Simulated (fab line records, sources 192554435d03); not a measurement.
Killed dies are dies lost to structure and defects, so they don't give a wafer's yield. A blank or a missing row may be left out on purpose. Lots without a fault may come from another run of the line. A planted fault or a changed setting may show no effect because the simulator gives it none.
Split-lot experiment | flow n5_finfet | 7 lots, 21 wafers read, on a route of 1938 steps

THE SPLIT
At N5_BEOL_M3_ETCH_64 (etches SOC in N2/H2, target depth 75 nm, overetch 15 nm, time 112.5 s), the setting time_s was moved away from the recipe's 112.5 s on 7 of the 21 wafers read, by -21.2% to +6.6%. The other wafers ran this setting at the recipe's value.

The reading is taken at the split's own step.

THE READING
SiARC_of_BEOL_M3_COAT_62.thk_nm (the simulator's own value, which no gauge read), in nm, at N5_BEOL_M3_ETCH_64 (etches SOC in N2/H2, target depth 75 nm, overetch 15 nm, time 112.5 s). The file gives no usual value for it. The 14 wafers here that ran the recipe average 6.8 nm, standard deviation 0.076 nm.

wafer  | tool, chamber at the split | time_s as run, s | against the recipe | SiARC_of_BEOL_M3_COAT_62.thk_nm, nm | against lot-mates on the recipe
L074.1 | rie_diel-03, 3,0           | 112.5            | recipe             | 6.8                                 | -
L074.3 | rie_diel-03, 3,0           | 112.5            | recipe             | 6.8                                 | -
L074.4 | rie_diel-03, 3             | 88.61            | -21.2%             | 8                                   | +1.2
L077.2 | rie_diel-03, 3             | 88.94            | -20.9%             | 8                                   | +1.2
L077.3 | rie_diel-03, 1,2           | 112.5            | recipe             | 6.8                                 | -
L077.6 | rie_diel-03, 1,2           | 112.5            | recipe             | 6.8                                 | -
L078.1 | rie_diel-06, 2,0           | 99.65            | -11.4%             | 7.4                                 | +0.4
L078.2 | rie_diel-06, 2,0           | 99.65            | -11.4%             | 7.4                                 | +0.4
L078.6 | rie_diel-06, 3             | 112.5            | recipe             | 7                                   | -
L080.2 | rie_diel-03, 1,0           | 112.5            | recipe             | 6.8                                 | -
L080.3 | rie_diel-03, 1,0           | 112.5            | recipe             | 6.8                                 | -
L080.5 | rie_diel-03, 2             | 102.6            | -8.8%              | 7.2                                 | +0.4
L082.2 | rie_diel-01, 1,0           | 112.5            | recipe             | 6.8                                 | -
L082.5 | rie_diel-01, 1,0           | 112.5            | recipe             | 6.8                                 | -
L082.3 | rie_diel-01, 2             | 112.5            | recipe             | 6.6                                 | -
L086.1 | rie_diel-06, 1,3,0         | 112.5            | recipe             | 6.8                                 | -
L086.5 | rie_diel-06, 1,3,0         | 112.5            | recipe             | 6.8                                 | -
L086.6 | rie_diel-06, 1,3,0         | 112.5            | recipe             | 6.8                                 | -
L095.1 | rie_diel-06, 3             | 119.9            | +6.6%              | 6.4                                 | -0.4
L095.4 | rie_diel-06, 3             | 119.9            | +6.6%              | 6.4                                 | -0.4
L095.3 | rie_diel-06, 1             | 112.5            | recipe             | 6.8                                 | -
Where a row lists several chambers, the file gives one row for several wafers and doesn't say which wafer went through which chamber.

THE FIT
A straight line over all 21 wafers: SiARC_of_BEOL_M3_COAT_62.thk_nm changes by -0.0561 nm for each +1% of time_s; r = -0.99; the points scatter about the line by 0.07 nm.
The same after taking each lot's own level away (the mean of its wafers on the recipe; 21 wafers): -0.0531 nm for each +1%; r = -0.98; scatter 0.081 nm.
On that fit, the largest move of time_s shifts the reading by 1.1 nm.
The lots' own levels span 6.73 to 7.00 nm, that is 3.5 times the standard deviation above.
So the lot-to-lot level changes the slope little: the two slopes agree.
Check: with one of the wafers moved furthest among these (-21.2%) left out of the fit, the line predicts +1.06 nm for it against its lot-mates. It came out at +1.2 nm against them.

OTHER SPLITS ON THESE WAFERS
These wafers also went through other splits before the reading. Each is held against what the fit with the lots' levels taken away leaves over:
other split on the same wafers | wafers away from the commonest value | r with SiARC_of_BEOL_M3_COAT_62.thk_nm (lot level and that fit taken away)
N5_BEOL_M1_COAT_05 spin_rpm    | 4                                    | +0.33
N5_BEOL_M1_ETCH_64 source_w    | 10                                   | +0.09
N5_BEOL_M2_DESCUM_33 time_s    | 9                                    | +0.27
N5_BEOL_M2_ETCHBACK_99 time_s  | 11                                   | -0.07
N5_BEOL_M3_COAT_05 spin_rpm    | 8                                    | +0.06

THE FILE'S OWN FIT
SiARC_of_BEOL_M3_COAT_62.thk_nm changes by -0.0538 nm for each +1% of time_s, r = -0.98.
